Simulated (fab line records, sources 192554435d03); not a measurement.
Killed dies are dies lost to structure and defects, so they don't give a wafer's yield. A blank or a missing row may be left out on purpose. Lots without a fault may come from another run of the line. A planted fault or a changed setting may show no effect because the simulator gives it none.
A struck lot beside a sound one | flow n5_finfet | 38 steps out of a route of 1938
Sound: wafers L366.1, L366.3, L366.4. Struck: wafers L355.3, L355.6. (L355.1 of the same lot was not struck and is left out.) The cause comes at the end.
At each step with rows: each side's tool, then ch and its chambers, then its first start. Under that, the readings that differ: sound wafers | struck wafers | difference of the means | sigmas: that difference in standard deviations of wafers without a fault.
alike: readings whose means differ by less than 2 such deviations, and words and numbers that are the same on both sides. not compared: withheld readings, readings that some wafer has no value for, bounds like >300 that may hide the same value, and numbers for which the record gives no deviation and whose values overlap.
The two part at a step that has a row with sigmas, a row that says differs or no value, or rows on one side only. Numbers that don't overlap but have no deviation are shown without sigmas and don't part them. A reading that every wafer of one side lacks parts them only if that side has two wafers or more.

first, 11 steps without rows for these wafers: N5_BEOL_M6_CURE_75 (cures SiCOH lowk, time 120 s); N5_BEOL_M6_DEGAS_44 (time 60 s); N5_BEOL_M6_PRE_CLEAN_45 (time 30 s); N5_BEOL_M6_ALD_77 (deposits TaN, target thk 2 nm, pulse time 2 s, purge time 3 s); N5_BEOL_M6_SURFACE_TREAT_79; N5_BEOL_M6_CVD_78 (deposits Co from CCTBA/H2, target thk 2 nm, time 142.3 s); N5_BEOL_M6_SPUTTER_48 (material Cu, target thk 10 nm, time 1.667 s); N5_BEOL_M6_ECD_50 (material Cu, target thk 300 nm); N5_BEOL_M6_ANNEAL_51 (time 90 s); N5_BEOL_M6_CMP_52 (polishes, stops on SiCOH lowk, t overpolish 6.9 s, target thk 80 nm); N5_BEOL_M6_PRE_CLEAN_55 (time 15 s).
N5_BEOL_M6_DEP_56: deposits SiCN from 3MS/NH3, target thk 10 nm, time 17.5 s.
  sound on pecvd-01 ch 0,1,2, day 15 02:06; struck on pecvd-04 ch 1, day 10 22:22
  alike: rf_fwd_power_W, showerhead_plenum_p_Torr, throttle_valve_pct
  not compared: since_wet_clean_h
N5_BEOL_M6_INSPECT_58: inspects for defects (darkfield).
  sound on defect_inspect-01, day 15 02:11; struck on defect_inspect-01, day 10 22:28
  reading          | sound    | struck  | difference | sigmas
  raw_defect_count | 42 92 49 | 574 544 | +498       | +25
then, 12 steps without rows for these wafers: N5_BEOL_M7_ILD_DEP_00 (deposits SiCOH lowk from DEMS/porogen, target thk 179.75 nm, time 33.4 s); N5_BEOL_M7_CURE_74 (cures SiCOH lowk, time 240 s); N5_BEOL_M7_PECVD_70 (deposits SiO2 from TEOS/O2, target thk 20 nm, time 22.7 s); N5_BEOL_M7_HM_DEP_02 (deposits TiN, target thk 20 nm); N5_BEOL_M7_COAT_59 (time 60 s, resist thk 100 nm); N5_BEOL_M7_COAT_60 (time 60 s, resist thk 35 nm); N5_BEOL_M7_COAT_05 (resist thk 90 nm); N5_BEOL_M7_EBR_07; N5_BEOL_M7_SOFTBAKE_06 (time 60 s); N5_BEOL_M7_EXPOSE_08 (exposes mask M7); N5_BEOL_M7_PEB_09 (peb time 60 s); N5_BEOL_M7_DEVELOP_10 (develop time 30 s).
N5_BEOL_M7_INSPECT_13: inspects for defects (brightfield).
  sound on defect_inspect-01, day 15 04:07; struck on defect_inspect-02, day 11 00:32
  reading          | sound       | struck  | difference | sigmas
  raw_defect_count | 188 340 217 | 940 878 | +661       | +7
then, 10 steps without rows for these wafers: N5_BEOL_M7_DESCUM_16 (chemistry O2, time 7.9 s); N5_BEOL_M7_ETCH_61 (etches SiARC in CF4, target depth 45.5 nm, time 75.8 s); N5_BEOL_M7_ETCH_62 (etches SOC in N2/H2, target depth 110 nm, overetch 22 nm, time 165 s); N5_BEOL_M7_STRIP_68 (strips in N2/H2); N5_BEOL_M7_STRIP_67 (strips in CF4); N5_BEOL_M7_HM_OPEN_17 (chemistry Cl2/BCl3, target TiN, target depth 20 nm, overetch 6 nm); N5_BEOL_M7_STRIP_19 (strips in O2); N5_BEOL_M7_COAT_63 (time 60 s, resist thk 60 nm); N5_BEOL_M7_COAT_64 (time 60 s, resist thk 12 nm); N5_BEOL_M7_COAT_71 (time 60 s, resist thk 5 nm).
N5_BEOL_M7_INSPECT_30: inspects for defects (brightfield).
  sound on defect_inspect-01, day 15 05:17; struck on defect_inspect-02, day 11 01:59
  reading          | sound       | struck  | difference | sigmas
  raw_defect_count | 234 339 220 | 945 851 | +634       | +7
-- the record jumps here: 3 days lie between the struck wafers' starts before and after (it left off in module BEOL_M7 and takes up again in module PASSIVATION, whose first step shown is number 1936 of the route) --
N5_PASSIVATION_PROBE_49:
  sound on prober-01, day 19 05:41; struck on prober-02, day 14 05:28
  reading                  | sound          | struck    | difference | sigmas
  defect_limited_yield (%) | 92.0 91.4 92.0 | 84.9 84.7 | -7.0       | -4
  killed_at_M4_up          | 16 6 17        | 114 95    | +92        | +14
  killed_dies              | 94 101 94      | 178 181   | +83        | +4
  killed_on_rim            | 14 8 15        | 25 27     | +14        | +3
  sort_bin_5_function (%)  | 5.6 5.3 4.7    | 9.2 9.1   | +3.9       | +4
  sort_n_pass              | 1086 1079 1086 | 1002 999  | -83        | -4
  sort_yield_pct (%)       | 92.0 91.4 92.0 | 84.9 84.7 | -7.0       | -4
  alike: killed_at_M0_to_M3, killed_at_contacts, killed_at_front_end, killed_at_other, killed_open, killed_short, sort_bin_6_memory, sort_bin_8_speed

WHERE THEY PART
First at N5_BEOL_M6_INSPECT_58; last, within this record, at N5_PASSIVATION_PROBE_49.

WHY: what the simulator had put in
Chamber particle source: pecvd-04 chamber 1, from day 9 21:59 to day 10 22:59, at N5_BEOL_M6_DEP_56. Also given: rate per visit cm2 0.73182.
